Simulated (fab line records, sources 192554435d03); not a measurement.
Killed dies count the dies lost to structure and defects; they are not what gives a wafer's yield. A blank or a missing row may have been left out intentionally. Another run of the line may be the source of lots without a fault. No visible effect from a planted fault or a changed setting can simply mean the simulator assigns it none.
Split-lot trial :: flow n5Finfet :: 39 wafers read across 7 lots, on a route 1938 steps long

SPLIT DETAILS
At N5_MOL_CONTACT_COAG_PRECLEAN_111 (cleans in NF3:NH3, afs cycles 1, time 20 s, sublimation time 60 s), the setting timeS was moved away from the recipe's 20 s on 12 of the 39 wafers read, by +28.8% to +56.8%. This setting was run at the recipe's value on the other wafers.

FROM THE SPLIT TO THE READING: what the file shows between them, 4 steps
- N5_MOL_CONTACT_COAG_TI_SIL_19: material Ti, target thk 4.2 nm, time 15 s
- N5_MOL_CONTACT_COAG_ALD_20: deposits TiN, target thk 1.5 nm, pulse time 1 s, purge time 3 s
- N5_MOL_CONTACT_COAG_ALD_27: deposits SiOC, target thk 17 nm, pulse time 1.5 s, time 2720 s
- N5_MOL_CONTACT_COAG_CMP_28: polishes, stops on SiNx, t overpolish 0.85 s, target thk 14.522 nm

THE READING
MD_CAP_THK at N5_MOL_CONTACT_COAG_THK_MEAS_29, in nm. Typical for fault-free wafers on this fab line: 17.93 nm, with standard deviation 0.09 nm.

wafer: L076.1
tool, chamber at the split: remotePlasma-02, 1
timeS as run, s: 20
against the recipe: recipe
MD_CAP_THK, nm: 17.89
against lot-mates on the recipe: -

wafer: L076.3
tool, chamber at the split: remotePlasma-02, 1
timeS as run, s: 20
against the recipe: recipe
MD_CAP_THK, nm: 17.90
against lot-mates on the recipe: -

wafer: L076.4
tool, chamber at the split: remotePlasma-02, 1
timeS as run, s: 20
against the recipe: recipe
MD_CAP_THK, nm: 17.72
against lot-mates on the recipe: -

wafer: L080.1
tool, chamber at the split: remotePlasma-01, 1
timeS as run, s: 20
against the recipe: recipe
MD_CAP_THK, nm: 17.94
against lot-mates on the recipe: -

wafer: L080.2
tool, chamber at the split: remotePlasma-01, 1
timeS as run, s: 20
against the recipe: recipe
MD_CAP_THK, nm: 17.96
against lot-mates on the recipe: -

wafer: L080.3
tool, chamber at the split: remotePlasma-01, 1
timeS as run, s: 20
against the recipe: recipe
MD_CAP_THK, nm: 18.05
against lot-mates on the recipe: -

wafer: L080.4
tool, chamber at the split: remotePlasma-01, 1
timeS as run, s: 20
against the recipe: recipe
MD_CAP_THK, nm: 17.95
against lot-mates on the recipe: -

wafer: L080.5
tool, chamber at the split: remotePlasma-01, 1
timeS as run, s: 20
against the recipe: recipe
MD_CAP_THK, nm: 17.91
against lot-mates on the recipe: -

wafer: L080.6
tool, chamber at the split: remotePlasma-01, 1
timeS as run, s: 20
against the recipe: recipe
MD_CAP_THK, nm: 17.82
against lot-mates on the recipe: -

wafer: L082.1
tool, chamber at the split: remotePlasma-01, 1
timeS as run, s: 20
against the recipe: recipe
MD_CAP_THK, nm: 17.95
against lot-mates on the recipe: -

wafer: L082.2
tool, chamber at the split: remotePlasma-01, 1
timeS as run, s: 25.75
against the recipe: +28.8%
MD_CAP_THK, nm: 17.65
against lot-mates on the recipe: -0.33

wafer: L082.3
tool, chamber at the split: remotePlasma-01, 1
timeS as run, s: 20
against the recipe: recipe
MD_CAP_THK, nm: 17.98
against lot-mates on the recipe: -

wafer: L082.4
tool, chamber at the split: remotePlasma-01, 1
timeS as run, s: 25.75
against the recipe: +28.8%
MD_CAP_THK, nm: 17.86
against lot-mates on the recipe: -0.12

wafer: L082.5
tool, chamber at the split: remotePlasma-01, 1
timeS as run, s: 20
against the recipe: recipe
MD_CAP_THK, nm: 18.01
against lot-mates on the recipe: -

wafer: L082.6
tool, chamber at the split: remotePlasma-01, 1
timeS as run, s: 25.75
against the recipe: +28.8%
MD_CAP_THK, nm: 17.78
against lot-mates on the recipe: -0.20

wafer: L083.1
tool, chamber at the split: remotePlasma-02, 0
timeS as run, s: 20
against the recipe: recipe
MD_CAP_THK, nm: 17.94
against lot-mates on the recipe: -

wafer: L083.2
tool, chamber at the split: remotePlasma-02, 0
timeS as run, s: 26.89
against the recipe: +34.5%
MD_CAP_THK, nm: 17.72
against lot-mates on the recipe: -0.22

wafer: L083.3
tool, chamber at the split: remotePlasma-02, 0
timeS as run, s: 20
against the recipe: recipe
MD_CAP_THK, nm: 17.90
against lot-mates on the recipe: -

wafer: L083.4
tool, chamber at the split: remotePlasma-02, 0
timeS as run, s: 26.89
against the recipe: +34.5%
MD_CAP_THK, nm: 17.71
against lot-mates on the recipe: -0.23

wafer: L083.5
tool, chamber at the split: remotePlasma-02, 0
timeS as run, s: 20
against the recipe: recipe
MD_CAP_THK, nm: 17.99
against lot-mates on the recipe: -

wafer: L083.6
tool, chamber at the split: remotePlasma-02, 0
timeS as run, s: 26.89
against the recipe: +34.5%
MD_CAP_THK, nm: 17.70
against lot-mates on the recipe: -0.24

wafer: L087.1
tool, chamber at the split: remotePlasma-01, 1
timeS as run, s: 27.09
against the recipe: +35.5%
MD_CAP_THK, nm: 17.77
against lot-mates on the recipe: -0.15

wafer: L087.2
tool, chamber at the split: remotePlasma-01, 1
timeS as run, s: 27.09
against the recipe: +35.5%
MD_CAP_THK, nm: 17.67
against lot-mates on the recipe: -0.25

wafer: L087.3
tool, chamber at the split: remotePlasma-01, 1
timeS as run, s: 20
against the recipe: recipe
MD_CAP_THK, nm: 17.93
against lot-mates on the recipe: -

wafer: L087.4
tool, chamber at the split: remotePlasma-01, 1
timeS as run, s: 20
against the recipe: recipe
MD_CAP_THK, nm: 17.90
against lot-mates on the recipe: -

wafer: L087.5
tool, chamber at the split: remotePlasma-01, 1
timeS as run, s: 20
against the recipe: recipe
MD_CAP_THK, nm: 17.94
against lot-mates on the recipe: -

wafer: L087.6
tool, chamber at the split: remotePlasma-01, 1
timeS as run, s: 27.09
against the recipe: +35.5%
MD_CAP_THK, nm: 17.63
against lot-mates on the recipe: -0.29

wafer: L090.1
tool, chamber at the split: remotePlasma-01, 0
timeS as run, s: 20
against the recipe: recipe
MD_CAP_THK, nm: 17.90
against lot-mates on the recipe: -

wafer: L090.2
tool, chamber at the split: remotePlasma-01, 0
timeS as run, s: 20
against the recipe: recipe
MD_CAP_THK, nm: 17.90
against lot-mates on the recipe: -

wafer: L090.3
tool, chamber at the split: remotePlasma-01, 0
timeS as run, s: 20
against the recipe: recipe
MD_CAP_THK, nm: 17.95
against lot-mates on the recipe: -

wafer: L090.4
tool, chamber at the split: remotePlasma-01, 0
timeS as run, s: 20
against the recipe: recipe
MD_CAP_THK, nm: 17.94
against lot-mates on the recipe: -

wafer: L090.5
tool, chamber at the split: remotePlasma-01, 0
timeS as run, s: 20
against the recipe: recipe
MD_CAP_THK, nm: 18.05
against lot-mates on the recipe: -

wafer: L090.6
tool, chamber at the split: remotePlasma-01, 0
timeS as run, s: 20
against the recipe: recipe
MD_CAP_THK, nm: 18.08
against lot-mates on the recipe: -

wafer: L092.1
tool, chamber at the split: remotePlasma-01, 1
timeS as run, s: 31.35
against the recipe: +56.8%
MD_CAP_THK, nm: 17.63
against lot-mates on the recipe: -0.35

wafer: L092.2
tool, chamber at the split: remotePlasma-01, 1
timeS as run, s: 20
against the recipe: recipe
MD_CAP_THK, nm: 17.93
against lot-mates on the recipe: -

wafer: L092.3
tool, chamber at the split: remotePlasma-01, 1
timeS as run, s: 20
against the recipe: recipe
MD_CAP_THK, nm: 17.95
against lot-mates on the recipe: -

wafer: L092.4
tool, chamber at the split: remotePlasma-01, 1
timeS as run, s: 20
against the recipe: recipe
MD_CAP_THK, nm: 18.05
against lot-mates on the recipe: -

wafer: L092.5
tool, chamber at the split: remotePlasma-01, 1
timeS as run, s: 31.35
against the recipe: +56.8%
MD_CAP_THK, nm: 17.68
against lot-mates on the recipe: -0.30

wafer: L092.6
tool, chamber at the split: remotePlasma-01, 1
timeS as run, s: 31.35
against the recipe: +56.8%
MD_CAP_THK, nm: 17.56
against lot-mates on the recipe: -0.42

THE FIT
A straight line over all 39 wafers: MD_CAP_THK changes by -0.00613 nm for each +1% of timeS; r = -0.86; the points scatter about the line by 0.071 nm.
The same after taking each lot's own level away (the mean of its wafers on the recipe; 39 wafers): -0.00652 nm for each +1%; r = -0.90; scatter 0.061 nm.
Per that fit: largest timeS move, reading shift of 0.37 nm.
From 17.837 to 17.980 nm: that is the span of the lots' own levels, equal to 1.6 times the standard deviation above.
So the lot-to-lot level changes the slope little: the two slopes agree.
Check: -0.377 nm against its lot-mates is what the line predicts for one of the wafers moved furthest among these (+56.8%) when that wafer is left out of the fit. Against them it came out at -0.347 nm.

THE OTHER SPLITS THESE WAFERS WENT THROUGH
These wafers also went through other splits before the reading. Each is held against what the fit with the lots' levels taken away leaves over:
other split on the same wafers: N5_FIN_SAQP_SPACER1_ALD_24 aldCycles
wafers away from the commonest value: 15
r with MD_CAP_THK (lot level and that fit taken away): +0.21

other split on the same wafers: N5_SD_EPI_N_EPI_21 timeS
wafers away from the commonest value: 18
r with MD_CAP_THK (lot level and that fit taken away): +0.20

THE WHOLE CHAIN: every reading that the file lists as answering this split, in the file's order
step: N5_MOL_CONTACT_COAG_PRECLEAN_111
what it does: cleans in NF3:NH3, afs cycles 1, time 20 s, sublimation time 60 s
reading: SiNx_of_SPACER0_ALD_07.thkNm (the simulator's own value, which no gauge read)
change (the file's fit): -0.00812 nm for each +1% of the setting
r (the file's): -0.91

step: N5_MOL_CONTACT_COAG_THK_MEAS_29
what it does: 
reading: MD_CAP_THK
change (the file's fit): -0.00651 for each +1% of the setting
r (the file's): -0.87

step: N5_MOL_CONTACT_COAG_ETCH_47
what it does: etches SiNx in CH3F/O2, stops on W, target depth 27 nm
reading: etch.depthNm (the simulator's own value, which no gauge read)
change (the file's fit): -0.00618 nm for each +1% of the setting
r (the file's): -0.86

FILE'S OWN FIT
MD_CAP_THK changes by -0.00651 nm for each +1% of timeS, r = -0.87.
